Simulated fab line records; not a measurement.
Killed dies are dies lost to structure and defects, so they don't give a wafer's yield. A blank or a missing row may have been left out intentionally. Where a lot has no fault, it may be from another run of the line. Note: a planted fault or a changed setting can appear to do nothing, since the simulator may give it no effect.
Split-lot trial :: flow n5Finfet :: 21 wafers read from 7 lots, route of 1938 steps

THE SPLIT
At N5_BEOL_M0_SAQP_PECVD_04 (deposits a-Si from SiH4/He, target thk 60 nm, time 60.2 s), the setting timeS was moved away from the recipe's 60.2 s on 4 of the 21 wafers read, by +6.9% to +14.6%. All remaining wafers had this setting at the recipe value.

FROM THE SPLIT TO THE READING: what the file shows between them, 5 steps
- N5_BEOL_M0_SAQP_THK_MEAS_05
- N5_BEOL_M0_SAQP_HM_DEP_111: deposits SiO2 from SiH4/N2O, target thk 12 nm, time 7.2 s
- N5_BEOL_M0_SAQP_COAT_81: time 60 s, resist thk 100 nm
- N5_BEOL_M0_SAQP_HM_OPEN_112: chemistry CHF3/O2, target SiO2, stops on a-Si, target depth 12 nm, time 13.5 s
- N5_BEOL_M0_SAQP_STRIP_113: strips in CHF3/O2

THE READING
oesProductAu, in a.u., at N5_BEOL_M0_SAQP_MANDREL_ETCH_20 (etches a-Si in HBr/Cl2, stops on SiNx, target depth 60 nm, bt time 10 s, time 30 s). On this fab line, fault-free wafers typically give 0.775 a.u. with a standard deviation of 0.011 a.u.

wafer: L074.1
tool, chamber at the split: pecvd-02, 2,1
timeS as run, s: 60.2
against the recipe: recipe
oesProductAu, a.u.: 0.770
against lot-mates on the recipe: -

wafer: L074.2
tool, chamber at the split: pecvd-02, 2,1
timeS as run, s: 60.2
against the recipe: recipe
oesProductAu, a.u.: 0.766
against lot-mates on the recipe: -

wafer: L074.6
tool, chamber at the split: pecvd-02, 1
timeS as run, s: 60.2
against the recipe: recipe
oesProductAu, a.u.: 0.780
against lot-mates on the recipe: -

wafer: L076.1
tool, chamber at the split: pecvd-03, 1
timeS as run, s: 60.2
against the recipe: recipe
oesProductAu, a.u.: 0.756
against lot-mates on the recipe: -

wafer: L076.3
tool, chamber at the split: pecvd-03, 2
timeS as run, s: 60.2
against the recipe: recipe
oesProductAu, a.u.: 0.770
against lot-mates on the recipe: -

wafer: L076.6
tool, chamber at the split: pecvd-03, 1
timeS as run, s: 60.2
against the recipe: recipe
oesProductAu, a.u.: 0.774
against lot-mates on the recipe: -

wafer: L078.3
tool, chamber at the split: pecvd-02, 1
timeS as run, s: 60.2
against the recipe: recipe
oesProductAu, a.u.: 0.777
against lot-mates on the recipe: -

wafer: L078.4
tool, chamber at the split: pecvd-02, 2
timeS as run, s: 60.2
against the recipe: recipe
oesProductAu, a.u.: 0.775
against lot-mates on the recipe: -

wafer: L078.6
tool, chamber at the split: pecvd-02, 0
timeS as run, s: 60.2
against the recipe: recipe
oesProductAu, a.u.: 0.799
against lot-mates on the recipe: -

wafer: L081.1
tool, chamber at the split: pecvd-02, 2
timeS as run, s: 60.2
against the recipe: recipe
oesProductAu, a.u.: 0.793
against lot-mates on the recipe: -

wafer: L081.2
tool, chamber at the split: pecvd-02, 1
timeS as run, s: 60.2
against the recipe: recipe
oesProductAu, a.u.: 0.785
against lot-mates on the recipe: -

wafer: L081.6
tool, chamber at the split: pecvd-02, 0
timeS as run, s: 60.2
against the recipe: recipe
oesProductAu, a.u.: 0.793
against lot-mates on the recipe: -

wafer: L080.1
tool, chamber at the split: pecvd-01, 0
timeS as run, s: 60.2
against the recipe: recipe
oesProductAu, a.u.: 0.788
against lot-mates on the recipe: -

wafer: L080.3
tool, chamber at the split: pecvd-01, 1
timeS as run, s: 60.2
against the recipe: recipe
oesProductAu, a.u.: 0.770
against lot-mates on the recipe: -

wafer: L080.5
tool, chamber at the split: pecvd-01, 0
timeS as run, s: 64.89
against the recipe: +7.8%
oesProductAu, a.u.: 0.835
against lot-mates on the recipe: +0.056

wafer: L088.2
tool, chamber at the split: pecvd-03, 1
timeS as run, s: 64.35
against the recipe: +6.9%
oesProductAu, a.u.: 0.810
against lot-mates on the recipe: +0.034

wafer: L088.3
tool, chamber at the split: pecvd-03, 2
timeS as run, s: 60.2
against the recipe: recipe
oesProductAu, a.u.: 0.776
against lot-mates on the recipe: -

wafer: L088.5
tool, chamber at the split: pecvd-03, 1
timeS as run, s: 60.2
against the recipe: recipe
oesProductAu, a.u.: 0.777
against lot-mates on the recipe: -

wafer: L097.2
tool, chamber at the split: pecvd-02, 0
timeS as run, s: 60.2
against the recipe: recipe
oesProductAu, a.u.: 0.777
against lot-mates on the recipe: -

wafer: L097.3
tool, chamber at the split: pecvd-02, 1
timeS as run, s: 69.01
against the recipe: +14.6%
oesProductAu, a.u.: 0.836
against lot-mates on the recipe: +0.059

wafer: L097.5
tool, chamber at the split: pecvd-02, 1
timeS as run, s: 69.01
against the recipe: +14.6%
oesProductAu, a.u.: 0.842
against lot-mates on the recipe: +0.065
When a row names more than one chamber, that row covers several wafers, and the file does not tell which wafer ran in which chamber.

FIT RESULTS
A straight line over all 21 wafers: oesProductAu changes by +0.00452 a.u. for each +1% of timeS; r = +0.89; the points scatter about the line by 0.011 a.u.
The same after taking each lot's own level away (the mean of its wafers on the recipe; 21 wafers): +0.00458 a.u. for each +1%; r = +0.94; scatter 0.0083 a.u.
Per that fit: largest timeS move, reading shift of 0.067 a.u.
Measured against the standard deviation above, the lots' own levels, which go from 0.7667 to 0.7903 a.u., span 2.2 times it.
So the lot-to-lot level changes the slope little: the two slopes agree.
Check: for one of the wafers moved furthest among these (+14.6%), held out of the fit, the line's prediction against its lot-mates is +0.0733 a.u. It came out at +0.059 a.u. against them.

FURTHER SPLITS ON THESE WAFERS
These wafers also went through other splits before the reading. Each is held against what the fit with the lots' levels taken away leaves over:
other split on the same wafers: N5_BEOL_M0_SAQP_PECVD_96 timeS
wafers away from the commonest value: 5
r with oesProductAu (lot level and that fit taken away): -0.01

THE WHOLE CHAIN: every reading that the file lists as answering this split, in the file's order
step: N5_BEOL_M0_SAQP_PECVD_04
what it does: deposits a-Si from SiH4/He, target thk 60 nm, time 60.2 s
reading: a-Si_of_BEOL_M0_SAQP_PECVD_04.thkNm (the simulator's own value, which no gauge read)
change (the file's fit): +0.641 nm for each +1% of the setting
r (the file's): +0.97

step: N5_BEOL_M0_SAQP_THK_MEAS_05
what it does: 
reading: thkNm
change (the file's fit): withheld for each +1% of the setting
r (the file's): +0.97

step: N5_BEOL_M0_SAQP_MANDREL_ETCH_20
what it does: etches a-Si in HBr/Cl2, stops on SiNx, target depth 60 nm, bt time 10 s, time 30 s
reading: oesProductAu
change (the file's fit): +0.00489 a.u. for each +1% of the setting
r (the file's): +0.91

step: N5_BEOL_M0_SAQP_MANDREL_ETCH_20
what it does: etches a-Si in HBr/Cl2, stops on SiNx, target depth 60 nm, bt time 10 s, time 30 s
reading: etch.depthNm (the simulator's own value, which no gauge read)
change (the file's fit): +0.637 nm for each +1% of the setting
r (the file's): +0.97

step: N5_BEOL_M0_SAQP_SPACER1_ALD_98
what it does: deposits SiO2, target thk 12.8 nm, pulse time 1 s, purge time 2 s
reading: a-Si_of_BEOL_M0_SAQP_PECVD_04.thkNm (the simulator's own value, which no gauge read)
change (the file's fit): +0.632 nm for each +1% of the setting
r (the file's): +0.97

FILE'S OWN FIT
oesProductAu changes by +0.00489 a.u. for each +1% of timeS, r = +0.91.
